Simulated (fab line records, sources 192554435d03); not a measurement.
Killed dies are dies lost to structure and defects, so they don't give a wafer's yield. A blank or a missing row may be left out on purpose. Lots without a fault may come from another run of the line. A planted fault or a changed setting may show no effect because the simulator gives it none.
Chamber matching | flow n5_finfet | N5_BEOL_M1_DESCUM_33 on rie_diel-02: 4 sister chambers
The step chemistry O2, time 7 s. 4 wafers are shown with their chamber, then 9 later ones without.

WAFERS WITH THEIR CHAMBER
wafer  | chamber | showerhead_plenum_p_Torr (Torr)
L085.3 | 3       | 2.06
L086.2 | 1       | 2.10
L086.4 | 2       | 2.11
L086.6 | 0       | 2.14

WAFERS WITHOUT THEIR CHAMBER
wafer  | showerhead_plenum_p_Torr (Torr)
L089.3 | 2.14
L089.4 | 2.06
L089.6 | 2.14
L090.2 | 2.11
L090.4 | 2.10
L090.5 | 2.06
L095.4 | 2.09
L095.5 | 2.11
L095.6 | 2.14

WHICH CHAMBER EACH WENT THROUGH
wafer  | from the rows above | in truth
L089.3 | 0                   | 0
L089.4 | 3                   | 3
L089.6 | 0                   | 0
L090.2 | 2                   | 2
L090.4 | 1                   | 1
L090.5 | 3                   | 3
L095.4 | 1                   | 1
L095.5 | 2                   | 2
L095.6 | 0                   | 0
Placed correctly: 9 of 9. Can't be placed from these rows: 0. Placed wrongly: 0.
How it was worked out, from the rows above alone: a wafer's distance from a chamber is the root of the sum, over the readings, of the square of ((its reading less the chamber's mean) divided by the reading's scatter). The wafer belongs to the nearest chamber; if the next one is less than 2 further off, it can't be placed. A chamber's mean is the mean of its shown wafers. The scatter: with one shown wafer a chamber, the root of the mean of the squares of how far each hidden wafer lies from its nearest shown one.
